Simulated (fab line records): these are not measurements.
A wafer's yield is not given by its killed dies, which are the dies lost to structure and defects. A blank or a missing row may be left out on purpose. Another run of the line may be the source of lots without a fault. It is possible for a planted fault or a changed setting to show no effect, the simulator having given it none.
fab line records | flow nand_harc
record: lots: 6 wafers: 17 last_day: 32
route steps=1302 shown A_STAIRCASE@692 END@1302
lots that met no fault: from a run of the same line without faults
start_h: start of the lot's first displayed wafer, in hours after the record's first day | wait_h: time in hours since the lot's previous step | " as in the row above | L1.1+2: a single row standing in for several wafers | - either no value or no given start | * or withheld: withheld | < > ~ a bound
route shown NAME@n: a module of which the file shows steps, and the number in the route of the first | usual: mean/standard deviation taken from wafers without a fault | same: alike in all rows | chamber/n: place in a boat | sites: the reading at each site | _std_site: how widely they spread, as a standard deviation | _edge_site: inner sites' mean taken away from outer sites' mean | radius_mm: for every site, how far away it sits from the centre of the wafer | mask NAME#n: copy n | behind: tool/chamber where the wafer was last shaped | hold: why the lot went on hold/how many hours it stayed there/how the hold came to an end | device: the n, p or np transistor that did not switch | end of line: tests run on the same wafers once the route is complete | a step without rows: its recipe alone | killed: count of dies lost to structure and defects at first sort (not the wafer's yield) | map: per-die view of a wafer (x killed, . not killed, _ where there is no die)
set.NAME: the setting the step ran with; set.NAME@STEP: the setting that earlier step ran with | model.NAME: the simulator's own value behind a step, which no gauge read
certain route steps with their lots: each step a table, each wafer a row
services: a tool's chamber out of use, with start hour (start_h, from the record's first day; less than 0 if before it), hours out, and reason
== steps ==
step: NHARC_A_STAIRCASE_COAT_178
recipe: spin_rpm: 1200
step: NHARC_A_STAIRCASE_SOFTBAKE_179
recipe: temp_c: 135 time_s: 170
step: NHARC_A_STAIRCASE_EBR_180
step: NHARC_A_STAIRCASE_EXPOSE_181
recipe: na: 0.5 dose_mj: 27.87 mask_id: STAIR_2
step: NHARC_A_STAIRCASE_PEB_182
recipe: peb_temp_c: 115 peb_time_s: 130
step: NHARC_A_STAIRCASE_DEVELOP_183
recipe: time_s: 140
step: NHARC_A_STAIRCASE_HARDBAKE_185
recipe: temp_c: 120 time_s: 140
step: NHARC_A_STAIRCASE_DESCUM_186
recipe: time_s: 3 o2_flow_sccm: 200 ar_flow_sccm: 0 bias_power_w: 0 chemistry: O2
usual: drypump_motor_current_A: 5.7/0.58 oes_product_au: 1.001/0.0067 rf_vpp_V: 57.7/0.96 showerhead_plenum_p_Torr: 1.89/0.085 throttle_valve_pct: 11.311/0.0096
same: bias_power_w: 0
columns lot.wafer tool chamber start_h wait_h drypump_motor_current_A oes_product_au rf_hours_counter_h rf_vpp_V showerhead_plenum_p_Torr throttle_valve_pct
L659.3 rie_diel-10 1 365.50 - 5.1 1.003 38 56.9 1.85 11.329
L659.2 " 2 " " 6.0 0.996 33 56.9 1.80 11.294
L659.6 " 0 " " 6.3 1.006 - 56.5 1.92 11.318
L666.3 rie_diel-04 3 422.84 - 6.2 0.996 21 58.4 1.95 11.309
L666.6 " 3 " " 6.2 1.002 - 57.8 1.95 11.301
L666.5 " 0 " " 4.6 0.995 - 57.6 2.05 11.314
L667.5 rie_diel-04 2 446.39 - 5.8 0.995 - 58.7 1.86 11.304
L667.6 " 3 " " 6.2 0.989 - 58.2 1.95 11.314
L675.1 rie_diel-04 3 532.11 - 6.2 0.999 58 57.0 1.94 11.289
L675.2 " 1 " " 4.9 1.006 54 56.6 1.78 11.317
L675.5 " 3 " " 6.2 1.005 - 58.8 1.94 11.309
L678.3 rie_diel-04 1 551.67 - 4.9 1.009 2 55.6 1.78 11.326
L678.2 " 3 " " 6.2 1.001 2 58.0 1.94 11.315
L678.1 " 0 " " 4.6 1.018 2 57.8 2.04 11.310
L677.4 rie_diel-10 0 552.16 - 6.3 1.011 40 59.0 1.90 11.319
L677.2 " 2 " " 6.0 1.007 39 58.2 1.78 11.313
L677.1 " 3 " " 5.6 1.007 34 57.7 1.83 11.316
step: NHARC_A_STAIRCASE_TRIM_187
recipe: time_s: 211.2 o2_flow_sccm: 500 ar_flow_sccm: 0 bias_w: 0 chemistry: O2
usual: drypump_motor_current_A: 5.7/0.59 oes_product_au: 1.000/0.0074 rf_vpp_V: 57.6/0.85 showerhead_plenum_p_Torr: 3.50/0.15 throttle_valve_pct: 17.036/0.0085
columns lot.wafer tool chamber start_h wait_h drypump_motor_current_A oes_product_au rf_hours_counter_h rf_vpp_V showerhead_plenum_p_Torr throttle_valve_pct
L659.2 rie_diel-10 2 365.62 0.1 6.0 1.006 33 57.4 3.34 17.046
L659.3 " 0 " " 6.3 0.997 39 58.2 3.54 17.034
L659.6 " 2 " " 6.0 1.003 - 57.6 3.34 17.034
L666.3 rie_diel-04 1 422.95 0.1 4.9 0.998 17 57.2 3.31 17.037
L666.5 " 3 " " 6.2 0.997 - 57.9 3.60 17.045
L666.6 " 0 " " 4.6 0.998 - 57.6 3.76 17.047
L667.6 rie_diel-04 3 446.50 0.1 6.2 0.998 - 58.1 3.59 17.030
L667.5 " 0 " " 4.6 0.986 - 59.0 3.76 17.017
L675.1 rie_diel-04 2 532.22 0.1 5.8 0.992 58 57.9 3.42 17.031
L675.2 " 3 " " 6.2 0.998 59 57.9 3.58 17.032
L675.5 " 1 " " 4.9 0.994 - 56.9 3.29 17.040
L678.1 rie_diel-04 2 551.76 0.1 5.8 1.013 2 57.1 3.42 17.030
L678.3 " 3 " " 6.2 1.007 2 58.5 3.57 17.033
L678.2 " 1 " " 4.9 0.996 2 58.0 3.29 17.047
L677.2 rie_diel-10 0 552.24 0.1 6.3 1.002 40 56.2 3.51 17.031
L677.4 " 1 " " 5.2 0.997 44 57.2 3.39 17.021
L677.1 " 2 " " 5.9 1.004 39 56.6 3.31 17.023
step: NHARC_A_STAIRCASE_ETCH_188
recipe: target_depth_a: 1000 time_s: 40.5 ion_energy_ev: 400 c4f8_flow_sccm: 20 o2_flow_sccm: 10 ar_flow_sccm: withheld rf_w: 600 bias_w: 1000 chemistry: C4F8/O2
usual: oes_product_au: 0.941/0.013 rf_vpp_V: 894/5.5 run_length_s: 61.8/0.34
columns lot.wafer tool chamber start_h wait_h oes_product_au rf_hours_counter_h rf_vpp_V run_length_s
L659.3 rie_diel-10 2 - - 0.938 33 890 62.3
L659.2 " 0 " " 0.942 39 897 62.2
L659.6 " 2 " " 0.944 - 888 62.0
L666.3 rie_diel-04 1 - - 0.931 17 886 62.0
L666.5 " 2 " " 0.920 - 893 61.8
L666.6 " 3 " " 0.914 - 898 61.7
L667.6 rie_diel-04 0 - - 0.954 - 905 61.3
L667.5 " 1 " " 0.954 - 887 61.8
L675.1 rie_diel-04 0 - - 0.941 56 903 61.2
L675.2 " 2 " " 0.944 58 891 61.6
L675.5 " 1 " " 0.934 - 887 61.8
L678.3 rie_diel-04 1 - - 0.955 2 888 62.1
L678.2 " 2 " " 0.952 2 893 61.6
L678.1 " 3 " " 0.946 3 898 61.8
L677.4 rie_diel-10 3 - - 0.920 34 890 61.3
L677.1 " 0 " " 0.927 40 895 62.3
L677.2 " 1 " " 0.923 44 890 62.2
step: NHARC_A_STAIRCASE_TRIM_189
recipe: time_s: 211.2 o2_flow_sccm: 500 ar_flow_sccm: 0 bias_w: 0 chemistry: O2
usual: drypump_motor_current_A: 5.7/0.58 oes_product_au: 1.000/0.0069 rf_vpp_V: 57.8/0.96 showerhead_plenum_p_Torr: 3.49/0.15 throttle_valve_pct: 17.037/0.0094
columns lot.wafer tool chamber start_h wait_h drypump_motor_current_A oes_product_au rf_hours_counter_h rf_vpp_V showerhead_plenum_p_Torr throttle_valve_pct
L659.2 rie_diel-10 1 - - 5.2 0.998 38 57.6 3.42 17.049
L659.3 " 2 " " 6.0 0.998 33 57.7 3.34 17.032
L659.6 " 0 " " 6.2 1.010 - 57.0 3.54 17.057
L666.3 rie_diel-04 2 - - 5.8 0.992 17 58.6 3.45 17.046
L666.5 " 2 " " 5.8 1.004 - 57.4 3.45 17.042
L666.6 " 3 " " 6.2 1.002 - 58.2 3.60 17.032
L667.6 rie_diel-04 3 - - 6.2 1.002 - 57.3 3.59 17.036
L667.5 " 0 " " 4.6 1.013 - 56.9 3.76 17.028
L675.1 rie_diel-07 2 532.42 - 5.9 0.991 14 56.9 3.47 17.026
L675.2 " 3 " " 6.1 1.008 14 57.5 3.38 17.060
L675.5 " 3 " " 6.2 1.011 - 56.6 3.38 17.037
L678.3 rie_diel-04 3 - - 6.2 1.004 3 58.3 3.57 17.042
L678.1 " 0 " " 4.6 1.008 3 58.7 3.74 17.044
L678.2 " 2 " " 5.8 1.001 2 57.1 3.42 17.017
L677.2 rie_diel-10 0 - - 6.3 1.008 40 59.2 3.51 17.034
L677.1 " 1 " " 5.2 1.006 44 57.9 3.39 17.048
L677.4 " 3 " " 5.6 1.006 34 59.0 3.38 17.026
step: NHARC_A_STAIRCASE_ETCH_190
recipe: target_depth_a: 1000 time_s: 40.5 ion_energy_ev: 400 c4f8_flow_sccm: 20 o2_flow_sccm: 10 ar_flow_sccm: withheld rf_w: 600 bias_w: 1000 chemistry: C4F8/O2
usual: oes_product_au: 0.943/0.015 rf_vpp_V: 894/5.2 run_length_s: 61.8/0.4
columns lot.wafer tool chamber start_h wait_h oes_product_au rf_hours_counter_h rf_vpp_V run_length_s
L659.3 rie_diel-10 2 366.05 - 0.947 33 888 62.4
L659.2 " 0 " " 0.941 39 898 61.5
L659.6 " 1 " " 0.949 - 892 62.4
L666.3 rie_diel-04 2 423.31 - 0.928 17 893 61.6
L666.6 " 2 " " 0.935 - 891 50.8
L666.5 " 3 " " 0.929 - 898 50.4
L667.6 rie_diel-04 3 446.85 - 0.927 - 900 50.5
L667.5 " 0 " " 0.932 - 905 50.6
L675.1 rie_diel-10 1 532.58 - 0.996 33 892 62.3
L675.2 " 2 " " 0.995 28 887 62.6
L675.5 " 1 " " 1.001 - 891 62.4
L678.3 rie_diel-04 0 552.15 - 0.960 3 902 61.5
L678.1 " 1 " " 0.954 2 888 62.0
L678.2 " 2 " " 0.953 2 892 61.9
L677.1 rie_diel-10 3 552.67 - 0.934 34 891 61.6
L677.2 " 0 " " 0.942 41 895 61.6
L677.4 " 2 " " 0.933 39 887 62.3
step: NHARC_A_STAIRCASE_TRIM_191
recipe: time_s: 211.2 o2_flow_sccm: 500 ar_flow_sccm: 0 bias_w: 0 chemistry: O2
usual: drypump_motor_current_A: 5.7/0.56 oes_product_au: 1.002/0.007 rf_vpp_V: 57.6/1 showerhead_plenum_p_Torr: 3.49/0.14 throttle_valve_pct: 17.036/0.0091
columns lot.wafer tool chamber start_h wait_h drypump_motor_current_A oes_product_au rf_hours_counter_h rf_vpp_V showerhead_plenum_p_Torr throttle_valve_pct
L659.3 rie_diel-10 2 - - 5.9 1.000 33 57.1 3.34 17.032
L659.2 " 1 " " 5.2 1.006 38 57.3 3.42 17.040
L659.6 " 0 " " 6.2 1.012 - 56.9 3.54 17.022
L666.3 rie_diel-04 2 - - 5.8 0.995 17 57.1 3.45 17.034
L666.6 " 1 " " 4.9 1.009 - 58.2 3.31 17.043
L666.5 " 2 " " 5.8 0.988 - 56.3 3.45 17.034
L667.5 rie_diel-04 0 - - 4.6 1.006 - 58.3 3.76 17.029
L667.6 " 1 " " 4.9 0.999 - 56.7 3.31 17.032
L675.1 rie_diel-10 0 - - 6.3 1.003 33 58.0 3.51 17.041
L675.2 " 1 " " 5.2 0.991 33 56.7 3.39 17.040
L675.5 " 1 " " 5.1 0.993 - 58.7 3.39 17.034
L678.2 rie_diel-04 2 - - 5.8 1.007 2 57.4 3.42 17.027
L678.1 " 3 " " 6.2 1.002 3 56.7 3.57 17.041
L678.3 " 0 " " 4.7 1.017 3 58.6 3.74 17.034
L677.4 rie_diel-10 1 - - 5.2 0.998 44 57.5 3.39 17.041
L677.1 " 3 " " 5.6 1.000 34 58.2 3.38 17.057
L677.2 " 0 " " 6.3 1.011 41 57.1 3.51 17.031
step: NHARC_END_SORT_01
recipe: temp_c: 25
usual: killed_at_array: 44/16 killed_at_other: 0.6/1.1 killed_at_periphery: 3.9/2.6 killed_dies: 48/16 killed_open: 3.1/1.9 killed_short: 2.4/1.8
same: gross_dies: 677
columns lot.wafer tool chamber start_h wait_h killed_at_array killed_at_other killed_at_periphery killed_dies killed_open killed_short
L659.2 prober-01 0 577.93 2.8 58 1 4 63 2 2
L659.3 prober-01 0 578.74 3.1 61 0 4 65 0 2
L659.6 prober-01 0 581.18 4.1 58 0 6 64 3 3
L666.3 prober-02 0 625.65 3.1 67 0 1 68 2 4
L666.5 prober-02 0 627.26 3.7 641 1 2 644 3 1
L666.6 prober-02 0 628.07 4.0 644 0 3 647 6 0
L667.5 prober-02 0 656.47 3.7 632 0 0 632 0 1
L667.6 prober-02 0 657.27 4.0 602 0 0 602 1 0
L675.1 prober-02 0 734.79 2.5 24 1 4 29 3 2
L675.2 prober-02 0 735.59 2.8 41 0 3 44 3 5
L675.5 prober-02 0 737.99 3.7 34 0 3 37 3 1
L677.1 prober-01 0 759.35 2.5 47 5 2 54 3 1
L677.2 prober-01 0 760.15 2.8 44 2 1 47 1 3
L677.4 prober-01 0 761.74 3.4 46 0 2 48 5 2
killed by level:class
L659.2 A_CHANNEL_HOLE_D2:chamber_film_flake=27 A_CHANNEL_HOLE_D1:chamber_film_flake=18 A_WL_FILL:chamber_film_flake=4 A_DECK1_JOINT:chamber_film_flake=3 P_STI:chamber_film_flake=2 P_BONDPAD:chamber_film_flake=2 A_CONTACT:chamber_film_flake=2 A_CHANNEL_FILL_D2:geometric_particle:short=1
L659.3 A_CHANNEL_HOLE_D2:chamber_film_flake=30 A_CHANNEL_HOLE_D1:chamber_film_flake=17 A_WL_FILL:chamber_film_flake=8 A_DECK1_JOINT:geometric_particle:short=2 P_STI:chamber_film_flake=2 A_DECK1_JOINT:chamber_film_flake=2 P_M0:chamber_film_flake=1 P_BONDPAD:chamber_film_flake=1
L659.6 A_CHANNEL_HOLE_D2:chamber_film_flake=34 A_CHANNEL_HOLE_D1:chamber_film_flake=14 A_WL_FILL:chamber_film_flake=4 P_STI:chamber_film_flake=2 A_DECK1_JOINT:chamber_film_flake=2 P_GATE:geometric_particle:open=1 P_M0:geometric_particle:open=1 A_SOURCE_PLATE:geometric_particle:short=1
L666.3 A_CHANNEL_HOLE_D2:chamber_film_flake=25 A_CHANNEL_HOLE_D1:chamber_film_flake=17 A_CONTACT:chamber_film_flake=9 A_STAIRCASE:chamber_film_flake=6 A_SGD_CUT:chamber_film_flake=2 A_ONON_D1:geometric_particle:short=1 A_CHANNEL_FILL_D2:geometric_particle:short=1 A_SGD_CUT:geometric_particle:short=1
L666.5 A_STAIRCASE:area_etch=564 A_CHANNEL_HOLE_D2:chamber_film_flake=28 A_CHANNEL_HOLE_D1:chamber_film_flake=24 A_CONTACT:chamber_film_flake=9 A_STAIRCASE:chamber_film_flake=5 A_SGD_CUT:chamber_film_flake=2 A_M0:chamber_film_flake=2 A_ONON_D1:geometric_particle:short=1
L666.6 A_STAIRCASE:area_etch=590 A_CHANNEL_HOLE_D2:chamber_film_flake=16 A_CHANNEL_HOLE_D1:chamber_film_flake=11 A_CONTACT:chamber_film_flake=7 A_STAIRCASE:chamber_film_flake=6 A_M0:chamber_film_flake=5 A_WL_FILL:chamber_film_flake=3 A_CHANNEL_FILL_D1:geometric_particle:open=2
L667.5 A_STAIRCASE:area_etch=597 A_CHANNEL_HOLE_D1:chamber_film_flake=21 A_CHANNEL_HOLE_D2:chamber_film_flake=8 A_CONTACT:chamber_film_flake=3 A_CONTACT:geometric_particle:short=1 A_STAIRCASE:chamber_film_flake=1 A_SLIT:chamber_film_flake=1
L667.6 A_STAIRCASE:area_etch=545 A_CHANNEL_HOLE_D1:chamber_film_flake=39 A_CHANNEL_HOLE_D2:chamber_film_flake=8 A_CONTACT:chamber_film_flake=5 A_SLIT:chamber_film_flake=3 A_M0:geometric_particle:open=1 A_WL_FILL:chamber_film_flake=1
L675.1 A_SLIT:chamber_film_flake=15 A_CONTACT:chamber_film_flake=4 A_CHANNEL_HOLE_D1:chamber_film_flake=2 P_STI:geometric_particle:short=1 P_CONTACT:geometric_particle:open=1 P_M1:geometric_particle:open=1 A_CHANNEL_FILL_D1:geometric_particle:open=1 A_CONTACT:geometric_particle:short=1
L675.2 A_SLIT:chamber_film_flake=17 A_STAIRCASE:chamber_film_flake=6 A_DECK1_JOINT:chamber_film_flake=4 A_CONTACT:chamber_film_flake=3 A_CHANNEL_HOLE_D1:chamber_film_flake=2 A_SOURCE_PLATE:geometric_particle:open=1 A_CHANNEL_FILL_D1:geometric_particle:open=1 A_DECK1_JOINT:geometric_particle:short=1
L675.5 A_SLIT:chamber_film_flake=17 A_STAIRCASE:chamber_film_flake=5 A_CONTACT:chamber_film_flake=4 P_STI:chamber_film_flake=3 A_CHANNEL_HOLE_D1:chamber_film_flake=3 A_CHANNEL_FILL_D1:geometric_particle:open=1 A_ONON_D2:geometric_particle:open=1 A_WL_FILL:geometric_particle:open=1
L677.1 A_CHANNEL_HOLE_D2:chamber_film_flake=17 A_CHANNEL_HOLE_D1:chamber_film_flake=12 A_CONTACT:chamber_film_flake=7 THIN_TSV:chamber_film_flake=5 A_SLIT:chamber_film_flake=3 P_GATE:chamber_film_flake=2 A_WL_FILL:chamber_film_flake=2 A_DECK1_JOINT:geometric_particle:open=1
L677.2 A_CHANNEL_HOLE_D2:chamber_film_flake=12 A_CONTACT:chamber_film_flake=12 A_CHANNEL_HOLE_D1:chamber_film_flake=9 A_SLIT:chamber_film_flake=6 THIN_TSV:chamber_film_flake=2 P_CONTACT:geometric_particle:open=1 A_CHANNEL_FILL_D1:geometric_particle:short=1 A_CHANNEL_FILL_D2:geometric_particle:short=1
L677.4 A_CHANNEL_HOLE_D2:chamber_film_flake=15 A_CHANNEL_HOLE_D1:chamber_film_flake=9 A_CONTACT:chamber_film_flake=7 A_SLIT:chamber_film_flake=5 A_STAIRCASE:chamber_film_flake=3 A_WL_FILL:geometric_particle:open=2 A_DECK1_JOINT:chamber_film_flake=2 P_GATE:geometric_particle:open=1
map L666.6 (x killed, . not)
____________x____________
_________xxxxxxx_________
_______xxxxxxxxxxx_______
______xxxxxxxxxxxxx______
_____x.xxxxxxxxxxxx._____
____xxxxxxxxxxxxxxxxx____
____xxxxxxxx.xxxxxxxx____
___xxxxxxxxxx.xxxxxxxx___
___xxxxxxxxxxxxxxxxxxx___
__xxxxxxxxxxxxxxxxxxxxx__
__xxxxxxxxxxxxxxxxxxxxx__
_xxxxxxxxxxxxxxxxxxxxxxx_
_xxxxxxxxxxxxxxxxxxx.xxx_
_xxxxxxxxxxxxxxx.xxxxxxx_
_xxxxxxx.xxx.xxxxxxxxxxx_
_xxxxxxxx.xxxxxx.xxxxxxx_
xxxxxxxxxxxxxxxxxxxxxxxxx
xxxxxxxxxxxxxx.xxxxxxxxxx
xxxxxxx.xxx.xxxxxxxxxxxxx
xxxxxxxxxxxxxxxxxxxxxxxxx
xxxxxxxxxxxxxxxxxxxxxxxxx
_xxxxxxx.xxxxxxxxx.xxxxx_
_xxx.xx.xxx.xxxxxxxxxxxx_
_xxxxxxxxxxxxxxx.xx.xxxx_
_xxxxxxxxxxxxxxxx.xxxxxx_
_xxxxxxxxxxxx.xxxxxxxxxx_
__xxxxxxxxxxxxxxxxxxxxx__
__xxxxx.xxxxxxxxxxxxxxx__
___x.xxxxxxx.xxxxxxxxx___
___xxxxx..xxxx.xxxxxxx___
____xxxxxxxxxxx.xxxxx____
____xxxxxxxxxxxxxxxxx____
_____xxx.xxxxxxxxxxx_____
______xxxxxxxxxxxxx______
_______xxxxxxxxxxx_______
_________xxxxxxx_________
____________x____________
map L667.5 (x killed, . not)
____________x____________
_________xxxxxxx_________
_______xxxxxxxxxxx_______
______xxxxxxxxxx.xx______
_____xxxxxxxxxxxxxxx_____
____xxxxxxxx.xxxxxxxx____
____xxxxxxxxxxxxxxxxx____
___xxxxxx.xxx.xxxxx.xx___
___xxxxxxxxxxxxxxxxxxx___
__xxxxx.xxxxx.xxxxxxxxx__
__xxxxxxxxx.xxxxx.xxxxx__
_xxxxxxxxxxxxxxxxxxxxxxx_
_xxxxxxxx....xxx.xxxxxxx_
_xxxxxx.xxxxxxxx..xxxxxx_
_xxxxxxxxx.xx.xxxxxxxxxx_
_xxxxx.xxx..xxx.xx.xxxxx_
xxx.xxxxxxxxx.x.xxxxxxxxx
xxxxxxx.xxxxxxx.xxxxxxxxx
xxxxxxxxxxxx.xxxxxxxxxxxx
xxxxxxxx.xxxxxx.x.xxxxxxx
xxxxxxxxxx..xxxxxxxxxxxxx
_xxxxxxxxxxxx.xxxxxxxxxx_
_xxxxxxxxxxxxx.xxx.xxxxx_
_xxxxxxxxxxxxxxxxxxxxxxx_
_xxxxxxxxxx.xxxxxx.xxxxx_
_xxxxxxxxxxxxxxxxxxxxxxx_
__xxxxxxxxxxxxxxxxxxxxx__
__xxxxxxxxxxxxxxxx.xxxx__
___xxxxxxxxxxxx.xxxxxx___
___xxxxx.xxxx.xxxxxxxx___
____xxxxxxxxx.xxxxxxx____
____xxxxxxxxxxxxxxxxx____
_____xxxxxxxxxxxxxxx_____
______xxxxxxxxxxxxx______
_______xxxxxxxxxxx_______
_________xxxxxxx_________
____________x____________
== services ==
columns tool chamber start_h hours kind
rie_diel-10 2 348.90 2.8 repair
rie_diel-04 - 355.41 9.0 pm
rie_diel-04 0 355.41 9.0 vent_cycle
rie_diel-04 1 355.41 9.0 vent_cycle
rie_diel-04 2 355.41 9.0 vent_cycle
rie_diel-04 3 355.41 9.0 vent_cycle
rie_diel-04 0 364.41 - clean
rie_diel-04 0 364.41 - consumable_replace:focus_ring
rie_diel-04 1 364.41 - clean
rie_diel-04 2 364.41 - clean
rie_diel-04 2 364.41 - consumable_replace:esc
rie_diel-04 3 364.41 - clean
rie_diel-07 0 364.85 8.3 repair
rie_diel-10 0 379.77 7.1 repair
rie_diel-04 0 389.01 - clean
rie_diel-04 1 389.01 - clean
rie_diel-07 1 408.63 3.9 repair
rie_diel-07 3 411.93 19.5 repair
rie_diel-07 - 468.92 0.6 repair
rie_diel-07 - 471.23 9.0 pm
rie_diel-04 0 488.14 4.4 repair
rie_diel-04 1 492.65 4.0 repair
rie_diel-04 - 532.41 9.0 pm
rie_diel-07 - 550.42 0.9 repair
== key ==
first_sign: step: NHARC_A_STAIRCASE_ETCH_190 reading: run_length_s direction: down sigmas: 28 usual: * struck: *
effect: step: NHARC_END_SORT_01 reading: killed_at_array direction: up sigmas: 37 usual: 44 struck: 630
more_kills_born_at: NHARC_A_STAIRCASE_ETCH_190@rie_diel-04: 2296
met_at NHARC_A_STAIRCASE_ETCH_190
struck_wafers L666.5,L666.6,L667.5,L667.6
later_rows_left_out L666.5,L666.6,L667.5,L667.6
tester_left_out L666,L667
fault: kind: process_parameter_drift tool: rie_diel-04 chamber: - onset_h: 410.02 steps: NHARC_A_STAIRCASE_ETCH_190 channel: time_s offset: * shape: step end_h: 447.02 scope: struck_wafers_only acts_in: * stated: *
tester_left_out: of these lots the tester's yield and bins aren't shown, on N5 and GAA mostly nor the transistor test; their killed dies are dies lost to structure and defects alone, not to doping, threshold or leakage, so they don't give the yield
later_rows_left_out: the simulator's readings of these wafers behind a module that went badly wrong aren't trusted and aren't shown, but for the sort
